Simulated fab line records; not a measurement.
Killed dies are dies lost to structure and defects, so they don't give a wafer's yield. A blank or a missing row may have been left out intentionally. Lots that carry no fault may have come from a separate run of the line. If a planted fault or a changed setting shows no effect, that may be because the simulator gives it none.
Which tool did it? ; flow n5_finfet ; 69 wafers from 23 lots sampled at 4 of the route's 1938 steps

WHAT THE GAUGES READ, wafer by wafer
N5_BEOL_M13_OVL_MEAS_29. Usual: M13_OVL typically reads -1 nm, with standard deviation 5.
lot;measured;on;M13_OVL (nm);flag
L074;day 10 18:01;overlay-02;-4 -6 -2;
L076;day 10 22:12;overlay-02;-2 -3 -4;
L075;day 11 05:42;overlay-01;-1 -6 3;
L078;day 11 21:12;overlay-02;7 1 -3;
L077;day 12 05:07;overlay-02;5 0 3;
L079;day 12 09:23;overlay-02;1 -3 1;
L080;day 13 01:55;overlay-02;-1 -5 4;
L083;day 13 03:44;overlay-02;4 6 1;
L081;day 13 03:54;overlay-01;4 4 1;
L082;day 13 04:04;overlay-01;-7 4 -4;
L085;day 13 16:07;overlay-01;3 1 5;
L084;day 13 18:20;overlay-01;-1 -14 -1;
L086;day 14 10:05;overlay-02;0 -1 -5;
L088;day 14 12:11;overlay-01;2 -1 4;
L087;day 14 17:16;overlay-02;-13 1 -3;
L090;day 14 22:28;overlay-01;2 2 0;
L092;day 14 23:25;overlay-02;-6 -7 -2;
L089;day 15 01:17;overlay-01;-4 0 1;
L091;day 15 02:13;overlay-01;-10 -2 -2;
L094;day 15 20:53;overlay-02;1 -2 -5;
L095;day 15 21:12;overlay-02;-3 5 -2;
L097;day 16 13:48;overlay-01;1 -2 1;
L096;day 16 14:34;overlay-01;7 7 6;

N5_BEOL_M13_INSPECT_30: inspects for defects (macro). Usual: raw_defect_count at 2.2, with a standard deviation of 1.4.
lot;measured;on;raw_defect_count;flag
L074;day 10 18:02;defect_inspect-02;1 3 3;
L076;day 10 22:14;defect_inspect-02;3 1 2;
L075;day 11 05:43;defect_inspect-01;2 5 1;
L078;day 11 21:14;defect_inspect-01;3 0 4;
L077;day 12 05:09;defect_inspect-02;3 3 4;
L079;day 12 09:25;defect_inspect-01;1 3 5;
L080;day 13 01:57;defect_inspect-01;2 1 4;
L083;day 13 03:46;defect_inspect-01;5 2 5;
L081;day 13 03:55;defect_inspect-01;3 1 0;
L082;day 13 04:05;defect_inspect-01;3 3 4;
L085;day 13 16:08;defect_inspect-02;2 1 2;
L084;day 13 18:21;defect_inspect-02;2 0 5;
L086;day 14 10:07;defect_inspect-02;0 0 3;
L088;day 14 12:13;defect_inspect-02;3 1 4;
L087;day 14 17:17;defect_inspect-02;2 0 2;
L090;day 14 22:29;defect_inspect-02;1 1 0;
L092;day 14 23:26;defect_inspect-01;2 3 4;
L089;day 15 01:18;defect_inspect-01;3 2 2;
L091;day 15 02:14;defect_inspect-02;2 2 2;
L094;day 15 20:55;defect_inspect-02;2 1 1;
L095;day 15 21:13;defect_inspect-01;0 2 1;
L097;day 16 13:50;defect_inspect-02;1 0 1;
L096;day 16 14:35;defect_inspect-02;2 1 2;

WHAT TOOL EACH LOT RAN ON (gives the tool, then ch and the chambers of the sampled wafers, and finally the start)
lot;N5_BEOL_M12_STRIP_64;N5_BEOL_M12_DESCUM_33
L074;plasma_asher-01 ch 0,1, day 10 10:37;rie_diel-06 ch 0,2, day 10 11:18
L076;plasma_asher-01 ch 0,1, day 10 16:13;rie_diel-01 ch 0,3, day 10 16:53
L075;plasma_asher-01 ch 0,1, day 10 23:29;rie_diel-04 ch 0,1, day 11 00:02
L078;plasma_asher-01 ch 0,1, day 11 15:17;rie_diel-01 ch 0,1, day 11 15:58
L077;plasma_asher-02 ch 0,1, day 12 00:19;rie_diel-01 ch 0,2, day 12 00:52
L079;plasma_asher-01 ch 0,1, day 12 00:38;rie_diel-04 ch 0,1,3, day 12 01:12
L080;plasma_asher-02 ch 0,1, day 12 14:13;rie_diel-01 ch 0,1,3, day 12 14:47
L083;plasma_asher-02 ch 0,1, day 12 19:07;rie_diel-06 ch 1,3, day 12 19:49
L081;plasma_asher-02 ch 0,1, day 12 19:23;rie_diel-01 ch 0,1,2, day 12 20:04
L082;plasma_asher-01 ch 1, day 12 20:06;rie_diel-04 ch 1,2, day 12 21:08
L085;plasma_asher-02 ch 0,1, day 13 06:35;rie_diel-06 ch 0,1,3, day 13 07:32
L084;plasma_asher-01 ch 0,1, day 13 12:09;rie_diel-01 ch 0,3, day 13 12:49
L086;plasma_asher-01 ch 0,1, day 14 00:08;rie_diel-04 ch 0,2, day 14 00:58
L088;plasma_asher-02 ch 0,1, day 14 00:23;rie_diel-01 ch 0,1, day 14 01:07
L087;plasma_asher-02 ch 0,1, day 14 10:25;rie_diel-04 ch 0,1,3, day 14 11:59
L090;plasma_asher-01 ch 0,1, day 14 14:59;rie_diel-06 ch 0,2,3, day 14 15:39
L092;plasma_asher-01 ch 0,1, day 14 16:52;rie_diel-01 ch 0,2, day 14 17:32
L089;plasma_asher-02 ch 0,1, day 14 17:29;rie_diel-04 ch 0,3, day 14 18:03
L091;plasma_asher-02 ch 0,1, day 14 21:44;rie_diel-04 ch 0,2, day 14 22:33
L094;plasma_asher-02 ch 0,1, day 15 13:49;rie_diel-04 ch 1,3, day 15 14:23
L095;plasma_asher-01 ch 0,1, day 15 16:17;rie_diel-06 ch 2,3, day 15 17:04
L097;plasma_asher-01 ch 0,1, day 16 06:43;rie_diel-01 ch 1,3, day 16 07:38
L096;plasma_asher-01 ch 0,1, day 16 10:00;rie_diel-01 ch 0,2,3, day 16 10:51
- N5_BEOL_M12_STRIP_64: strips in N2/H2.
- N5_BEOL_M12_DESCUM_33: chemistry O2, time 7.9 s.

WHAT THE TOOLS THEMSELVES READ (means of the sampled wafers that have a number; where no wafer has one, the mark that the record gives instead)
N5_BEOL_M12_STRIP_64. Usual: drypump_motor_current_A 5.7 A, standard deviation 0.37; h2_flow_sccm 3250 sccm, standard deviation 9.4; heater_power_w 355 W, standard deviation 39; oes_product_au 0.715 a.u., standard deviation 0.004; strip_time_to_endpoint_s 31.30 s, standard deviation 0.086; temp_c 249.99 C, standard deviation 0.16.
lot;tool;drypump_motor_current_A (A);h2_flow_sccm (sccm);heater_power_w (W);oes_product_au (a.u.);strip_time_to_endpoint_s (s);temp_c (C);flag
L074;plasma_asher-01;5.5;3251;356;0.715;31.34;249.79;
L076;plasma_asher-01;5.5;3247;353;0.717;31.31;249.90;
L075;plasma_asher-01;5.5;3244;350;0.718;31.26;249.92;
L078;plasma_asher-01;5.8;3247;335;0.715;31.23;249.94;
L077;plasma_asher-02;5.6;3247;387;0.714;31.39;249.96;
L079;plasma_asher-01;5.8;3248;334;0.717;31.22;250.09;
L080;plasma_asher-02;5.7;3248;356;0.718;31.28;250.08;
L083;plasma_asher-02;5.7;3239;355;0.715;31.36;250.02;
L081;plasma_asher-02;5.6;3253;385;0.720;31.40;249.99;
L082;plasma_asher-01;5.2;3248;370;0.713;31.16;250.18;
L085;plasma_asher-02;5.8;3257;351;0.714;31.34;250.16;
L084;plasma_asher-01;5.8;3243;331;0.713;31.24;249.97;
L086;plasma_asher-01;5.8;3248;334;0.715;31.21;249.93;
L088;plasma_asher-02;5.7;3254;360;0.717;31.37;249.94;
L087;plasma_asher-02;5.6;3253;375;0.714;31.35;249.94;
L090;plasma_asher-01;5.8;3246;337;0.714;31.26;250.22;
L092;plasma_asher-01;5.5;3266;349;0.715;31.40;250.00;
L089;plasma_asher-02;5.7;3258;354;0.716;31.22;250.16;
L091;plasma_asher-02;5.6;3259;388;0.714;31.22;249.84;
L094;plasma_asher-02;5.7;3240;354;0.722;31.38;250.07;
L095;plasma_asher-01;5.8;3245;335;0.713;31.43;249.88;
L097;plasma_asher-01;5.8;3251;336;0.718;31.34;249.99;
L096;plasma_asher-01;5.8;3243;334;0.717;31.33;249.87;

N5_BEOL_M12_DESCUM_33. Usual: chamber_pressure_mTorr 20.002 mTorr, standard deviation 0.018; drypump_motor_current_A 5.7 A, standard deviation 0.34; oes_product_au 0.79 a.u., standard deviation 0.07; rf_vpp_V 243.4 V, standard deviation 1.2; showerhead_plenum_p_Torr 2.11 Torr, standard deviation 0.055; temp_c 40.00 C, standard deviation 0.11; throttle_valve_pct 20.40 %, standard deviation 0.27.
lot;tool;chamber_pressure_mTorr (mTorr);drypump_motor_current_A (A);oes_product_au (a.u.);rf_vpp_V (V);showerhead_plenum_p_Torr (Torr);temp_c (C);throttle_valve_pct (%);flag
L074;rie_diel-06;19.999;5.7;0.81;243.7;2.06;39.89;20.29;
L076;rie_diel-01;20.009;5.2;0.83;244.2;2.13;40.04;20.48;
L075;rie_diel-04;20.006;5.7;0.73;243.3;2.09;40.01;20.35;
L078;rie_diel-01;20.006;5.2;0.78;243.9;2.15;40.10;20.59;
L077;rie_diel-01;19.999;5.3;0.85;244.4;2.16;40.04;20.45;
L079;rie_diel-04;20.009;5.9;0.75;242.5;2.07;39.92;20.32;
L080;rie_diel-01;20.012;5.4;0.78;244.0;2.14;39.88;20.68;
L083;rie_diel-06;19.996;6.0;0.83;244.3;2.10;39.92;20.25;
L081;rie_diel-01;20.003;5.5;0.80;244.6;2.17;40.01;20.64;
L082;rie_diel-04;20.002;5.4;0.67;243.3;2.10;40.00;20.13;
L085;rie_diel-06;20.009;5.9;0.83;243.2;2.07;40.00;20.09;
L084;rie_diel-01;19.995;5.2;0.80;243.4;2.12;39.99;20.51;
L086;rie_diel-04;20.009;5.7;0.73;244.1;2.11;39.93;20.09;
L088;rie_diel-01;20.003;5.4;0.73;243.7;2.15;39.90;20.80;
L087;rie_diel-04;20.008;5.9;0.83;242.5;2.07;39.89;20.23;
L090;rie_diel-06;20.006;5.8;0.77;242.1;2.06;40.05;20.26;
L092;rie_diel-01;20.019;5.6;0.85;245.1;2.18;39.95;20.52;
L089;rie_diel-04;20.003;6.2;0.78;243.7;2.08;39.99;20.31;
L091;rie_diel-04;19.994;6.0;0.76;243.5;2.11;40.13;20.19;
L094;rie_diel-04;20.009;5.7;0.85;243.1;2.04;40.03;20.20;
L095;rie_diel-06;19.994;5.8;0.76;242.8;2.08;39.98;20.51;
L097;rie_diel-01;19.977;5.5;0.83;243.7;2.12;39.89;20.69;
L096;rie_diel-01;19.999;5.5;0.80;242.4;2.14;39.99;20.59;

THE ANSWER, worked out from the rows above alone
Rule: take the mean of a lot's wafers that have a number; if it is more than 3 standard deviations from the usual mean, the lot is off. Also off: a lot with no number at a reading for which 4 or more lots have one. The other lots that the step has rows for count as sound. First the gauges in route order, then the tools' own readings, where a lot's mean is used as printed above. The first step at which some lot is off is used, and at that step the reading that is off furthest; a lot without a number counts as furthest.
None of the lots is off at any reading shown; this tells nothing.

WHAT HAD BEEN PUT IN BY THE SIMULATOR
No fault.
